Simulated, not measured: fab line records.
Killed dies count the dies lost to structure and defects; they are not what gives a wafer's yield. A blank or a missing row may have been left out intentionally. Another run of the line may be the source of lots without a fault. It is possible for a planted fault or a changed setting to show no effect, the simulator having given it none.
Chamber matching | flow nand harc | rie diel-08 running NHARC_P_GATE_DESCUM_93: 4 sister chambers
The step chemistry O2, time 3 s. 16 wafers are shown with their chamber, then 8 later ones without.

WAFERS WITH THEIR CHAMBER
wafer  | chamber | drypump motor current A (A) | rf vpp V (V) | throttle valve pct (%)
L075.1 | 0       | 5.8                         | 60.7         | 11.318
L075.3 | 1       | 5.5                         | 57.6         | 11.296
L075.4 | 2       | 5.5                         | 56.9         | 11.300
L078.1 | 3       | 6.1                         | 55.9         | 11.318
L078.4 | 3       | 6.1                         | 56.8         | 11.319
L078.5 | 2       | 5.4                         | 57.3         | 11.311
L080.3 | 3       | 6.1                         | 56.8         | 11.311
L080.4 | 0       | 5.8                         | 59.2         | 11.330
L080.5 | 2       | 5.5                         | 57.1         | 11.316
L084.3 | 1       | 5.5                         | 57.6         | 11.301
L084.4 | 3       | 6.1                         | 58.9         | 11.317
L084.6 | 3       | 6.1                         | 58.3         | 11.314
L087.2 | 0       | 5.9                         | 59.6         | 11.303
L087.5 | 0       | 5.9                         | 59.1         | 11.311
L087.6 | 1       | 5.5                         | 57.8         | 11.309
L090.1 | 3       | 6.1                         | 57.2         | 11.322

SIGNATURES, as means of the wafers listed above
reading                 | chamber 0 | chamber 1 | chamber 2 | chamber 3 | scatter within a chamber
drypump motor current A | 5.850     | 5.500     | 5.467     | 6.100     | 0.0373
rf vpp V                | 59.650    | 57.667    | 57.100    | 57.317    | 0.803
throttle valve pct      | 11.31550  | 11.30200  | 11.30900  | 11.31683  | 0.00757
Rule: distance of a wafer from a chamber = root of the sum over the readings of ((wafer's reading minus chamber's mean) / reading's scatter) squared. The wafer belongs to the nearest chamber; if the next one is less than 2 further off, it can't be placed. The scatter: take each reading less its chamber's mean, square it, sum over the shown wafers, divide by the number of wafers less the number of chambers, and take the root.

WAFERS WITH NO CHAMBER GIVEN
wafer  | drypump motor current A (A) | rf vpp V (V) | throttle valve pct (%)
L090.2 | 5.8                         | 58.9         | 11.308
L090.3 | 5.5                         | 57.3         | 11.306
L093.1 | 5.5                         | 56.4         | 11.314
L093.2 | 6.1                         | 55.9         | 11.311
L093.4 | 5.5                         | 58.7         | 11.318
L094.1 | 5.5                         | 58.8         | 11.311
L094.2 | 5.5                         | 57.8         | 11.306
L094.4 | 6.1                         | 57.8         | 11.306

WHICH CHAMBER EACH WENT THROUGH
wafer  | from the rows above     | in truth
L090.2 | 0                       | 0
L090.3 | can't be placed: 1 or 2 | 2
L093.1 | can't be placed: 2 or 1 | 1
L093.2 | 3                       | 3
L093.4 | can't be placed: 1 or 2 | 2
L094.1 | can't be placed: 1 or 2 | 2
L094.2 | can't be placed: 1 or 2 | 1
L094.4 | 3                       | 3
Placed correctly: 3 of 8. Not placeable from these rows: 5 (in 5, the candidates include the true chamber). 0 placed wrongly.
